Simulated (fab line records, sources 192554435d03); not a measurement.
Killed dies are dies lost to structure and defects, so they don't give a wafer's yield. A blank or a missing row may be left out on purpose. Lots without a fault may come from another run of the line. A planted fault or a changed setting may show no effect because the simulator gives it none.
Split-lot experiment | flow n5_finfet | 7 lots, 39 wafers read, on a route of 1938 steps

THE SPLIT
At N5_BEOL_M6_ALD_77 (deposits TaN, target thk 2 nm, pulse time 2 s, purge time 3 s), the setting ald_cycles was moved away from the recipe's 40 on 15 of the 39 wafers read, by -47.5% to +57.5%. The other wafers ran this setting at the recipe's value.

The reading is taken at the split's own step.

THE READING
TaN_of_BEOL_M6_ALD_77.thk_nm (the simulator's own value, which no gauge read), in nm, at N5_BEOL_M6_ALD_77 (deposits TaN, target thk 2 nm, pulse time 2 s, purge time 3 s). The file gives no usual value for it.

wafer  | tool, chamber at the split | ald_cycles as run | against the recipe | TaN_of_BEOL_M6_ALD_77.thk_nm, nm | against lot-mates on the recipe
L079.1 | ald_metal-04, 1,3,0,2,3,2  | 40                | recipe             | 2                                | -
L079.2 | ald_metal-04, 1,3,0,2,3,2  | 40                | recipe             | 2                                | -
L079.3 | ald_metal-04, 1,3,0,2,3,2  | 40                | recipe             | 2                                | -
L079.4 | ald_metal-04, 1,3,0,2,3,2  | 40                | recipe             | 2                                | -
L079.5 | ald_metal-04, 1,3,0,2,3,2  | 40                | recipe             | 2                                | -
L079.6 | ald_metal-04, 1,3,0,2,3,2  | 40                | recipe             | 2                                | -
L078.1 | ald_metal-01, 2,0,3        | 40                | recipe             | 2                                | -
L078.2 | ald_metal-01, 2,0,3        | 40                | recipe             | 2                                | -
L078.3 | ald_metal-01, 2,0,3        | 40                | recipe             | 2                                | -
L078.4 | ald_metal-01, 1,0,1        | 63                | +57.5%             | 3.2                              | +1.2
L078.5 | ald_metal-01, 1,0,1        | 63                | +57.5%             | 3.2                              | +1.2
L078.6 | ald_metal-01, 1,0,1        | 63                | +57.5%             | 3.2                              | +1.2
L083.1 | ald_metal-04, 2,3,2        | 40                | recipe             | 2                                | -
L083.2 | ald_metal-04, 2,3,2        | 40                | recipe             | 2                                | -
L083.5 | ald_metal-04, 2,3,2        | 40                | recipe             | 2                                | -
L083.3 | ald_metal-04, 1,0,3        | 52                | +30.0%             | 2.6                              | +0.6
L083.4 | ald_metal-04, 1,0,3        | 52                | +30.0%             | 2.6                              | +0.6
L083.6 | ald_metal-04, 1,0,3        | 52                | +30.0%             | 2.6                              | +0.6
L085.1 | ald_metal-03, 3,0,0        | 58                | +45.0%             | 3                                | +1.0
L085.2 | ald_metal-03, 3,0,0        | 58                | +45.0%             | 3                                | +1.0
L085.6 | ald_metal-03, 3,0,0        | 58                | +45.0%             | 3                                | +1.0
L085.3 | ald_metal-03, 2,1,1        | 40                | recipe             | 2                                | -
L085.4 | ald_metal-03, 2,1,1        | 40                | recipe             | 2                                | -
L085.5 | ald_metal-03, 2,1,1        | 40                | recipe             | 2                                | -
L088.1 | ald_metal-03, 2,1,0        | 40                | recipe             | 2                                | -
L088.3 | ald_metal-03, 2,1,0        | 40                | recipe             | 2                                | -
L088.5 | ald_metal-03, 2,1,0        | 40                | recipe             | 2                                | -
L088.2 | ald_metal-03, 0,3,3        | 21                | -47.5%             | 1                                | -1.0
L088.4 | ald_metal-03, 0,3,3        | 21                | -47.5%             | 1                                | -1.0
L088.6 | ald_metal-03, 0,3,3        | 21                | -47.5%             | 1                                | -1.0
L092.1 | ald_metal-03, 2,1,3        | 56                | +40.0%             | 2.8                              | +0.8
L092.2 | ald_metal-03, 2,1,3        | 56                | +40.0%             | 2.8                              | +0.8
L092.4 | ald_metal-03, 2,1,3        | 56                | +40.0%             | 2.8                              | +0.8
L092.3 | ald_metal-03, 0,1,2        | 40                | recipe             | 2                                | -
L092.5 | ald_metal-03, 0,1,2        | 40                | recipe             | 2                                | -
L092.6 | ald_metal-03, 0,1,2        | 40                | recipe             | 2                                | -
L096.2 | ald_metal-04, 2,3,2        | 40                | recipe             | 2                                | -
L096.4 | ald_metal-04, 2,3,2        | 40                | recipe             | 2                                | -
L096.6 | ald_metal-04, 2,3,2        | 40                | recipe             | 2                                | -
Where a row lists several chambers, the file gives one row for several wafers and doesn't say which wafer went through which chamber.

THE FIT
A straight line over all 39 wafers: TaN_of_BEOL_M6_ALD_77.thk_nm changes by +0.021 nm for each +1% of ald_cycles; r = +1.00; the points scatter about the line by 0.021 nm.
The same after taking each lot's own level away (the mean of its wafers on the recipe; 39 wafers): +0.021 nm for each +1%; r = +1.00; scatter 0.021 nm.
On that fit, the largest move of ald_cycles shifts the reading by 1.2 nm.
The lots' own levels span 2.00 to 2.00 nm.
So the lot-to-lot level changes the slope little: the two slopes agree.
Check: with one of the wafers moved furthest among these (+57.5%) left out of the fit, the line predicts +1.21 nm for it against its lot-mates. It came out at +1.2 nm against them.

THE FILE'S OWN FIT
TaN_of_BEOL_M6_ALD_77.thk_nm changes by +0.021 nm for each +1% of ald_cycles, r = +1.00.
